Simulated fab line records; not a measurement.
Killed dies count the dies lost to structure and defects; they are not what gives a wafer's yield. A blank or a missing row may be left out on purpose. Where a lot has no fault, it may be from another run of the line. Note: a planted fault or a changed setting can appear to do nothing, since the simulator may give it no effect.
3 desks looking at one fault + flow n5Finfet + numbers are kept per desk, each desk with only its own; the story behind them comes last

TOOL OWNER'S DESK, pecvd-01
The tool's own readings at N5_FIN_SAQP_PECVD_06 (deposits a-Si from SiH4/He, target thk 60 nm, time 48.1 s): means of the sampled wafers that have a number, for each lot that ran on this tool. The brackets show how far a lot's mean lies from the usual mean; more than 4 standard deviations puts the lot out of limits, marked OUT.
Columns: A = heaterPowerW at N5_FIN_SAQP_PECVD_06, usual 835 W; B = showerheadPlenumPTorr at N5_FIN_SAQP_PECVD_06, usual 5.63 Torr; C = throttleValvePct at N5_FIN_SAQP_PECVD_06, usual 17.9 %
| lot  | first seen here | A   | B    | C    |
|------|-----------------|-----|------|------|
| L926 | day 3 09:42     | 739 | 5.65 | 17.2 |
| L930 | day 4 08:55     | 775 | 5.62 | 18.0 |
| L932 | day 4 21:17     | 761 | 5.65 | 17.2 |
| L934 | day 5 10:10     | 722 | 5.62 | 17.9 |
This desk's verdict: no lot among the 4 shows anything out of limits.

THE DEFECT DESK
Counts from the inspections along the route, per lot, as means over the sampled wafers that have a number. The brackets show how far a lot's mean lies from the usual mean; more than 4 standard deviations puts the lot out of limits, marked OUT.
Columns: A = rawDefectCount at N5_FIN_SAQP_INSPECT_40, usual 233; B = rawDefectCount at N5_FIN_CUT_INSPECT_10, usual 42; C = rawDefectCount at N5_FIN_CUT_INSPECT_17, usual 237
| lot  | first seen here | A   | B             | C   |
|------|-----------------|-----|---------------|-----|
| L925 | day 3 08:40     | 183 | 32            | 167 |
| L926 | day 3 15:30     | 234 | 49            | 242 |
| L930 | day 4 13:59     | 268 | 52            | 270 |
| L932 | day 5 02:36     | 437 | 224 (+15) OUT | 436 |
| L933 | day 5 10:04     | 354 | 66            | 329 |
| L934 | day 5 17:54     | 357 | 219 (+15) OUT | 366 |
| L935 | day 6 00:56     | 197 | 32            | 201 |
| L940 | day 7 02:43     | 163 | 31            | 179 |
This desk's finding: out of limits on L932, L934; first on L932, day 5 02:59 (rawDefectCount at N5_FIN_CUT_INSPECT_10). L925, L926, L930, L933, L935, L940: within limits.

THE METROLOGY DESK
What the gauges read for every lot (on any tool): the sampled wafers with a number, averaged. The brackets show how far a lot's mean lies from the usual mean; more than 4 standard deviations puts the lot out of limits, marked OUT. Readings shown: 7 of its 11, picked as those furthest out on some lot.
Columns: A = cdNm at N5_FIN_SAQP_CD_MEAS_37, usual 8.09 nm; B = DIBL_P at N5_BEOL_M4_RC_MEAS_101, usual 36.2 mV/V; C = IOFF_P at N5_BEOL_M4_RC_MEAS_101, usual 0.21 nA/um; D = ION_N at N5_BEOL_M4_RC_MEAS_101, usual 674 uA/um; E = SS_N at N5_BEOL_M4_RC_MEAS_101, usual 71.5 mV/dec; F = SS_P at N5_BEOL_M4_RC_MEAS_101, usual 73.1 mV/dec; G = VT_P at N5_BEOL_M4_RC_MEAS_101, usual -250 mV
| lot  | first seen here | A    | B    | C    | D   | E    | F    | G    |
|------|-----------------|------|------|------|-----|------|------|------|
| L925 | day 3 08:32     | 8.11 | 34.8 | 0.18 | 656 | 71.1 | 72.7 | -253 |
| L926 | day 3 15:23     | 8.00 | 37.2 | 0.21 | 686 | 71.8 | 73.0 | -252 |
| L930 | day 4 13:52     | 8.15 | 35.7 | 0.22 | 672 | 71.6 | 73.0 | -249 |
| L932 | day 5 02:28     | 7.76 | 32.9 | 0.21 | 667 | 70.7 | 73.1 | -248 |
| L933 | day 5 09:56     | 8.16 | 34.9 | 0.23 | 677 | 71.9 | 73.5 | -248 |
| L934 | day 5 17:47     | 8.29 | 36.8 | 0.27 | 682 | 72.2 | 74.0 | -246 |
| L935 | day 6 00:49     | 7.98 | 37.3 | 0.20 | 681 | 71.5 | 73.3 | -252 |
| L940 | day 7 02:35     | 8.08 | 36.2 | 0.21 | 668 | 72.2 | 73.3 | -251 |
This desk's verdict: no lot among the 8 shows anything out of limits.

PUT TOGETHER
The defect desk could have raised an alarm at day 5 02:59, on L932, L934.
Nothing out of limits was seen by the tool owner's desk.
Nothing out of limits was seen by the metrology desk.
Tool owner's desk: L932, L934 on record, inside its limits.
The metrology desk holds a record of L932, L934, inside its limits.
On pecvd-01, each named lot ran N5_FIN_SAQP_PECVD_06.

WHAT THE SIMULATOR PUT IN
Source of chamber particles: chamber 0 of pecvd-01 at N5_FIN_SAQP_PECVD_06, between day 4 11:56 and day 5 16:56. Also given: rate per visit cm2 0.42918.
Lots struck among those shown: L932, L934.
Hours from the fault's start to each desk's first reading out of limits: the defect desk, 15.
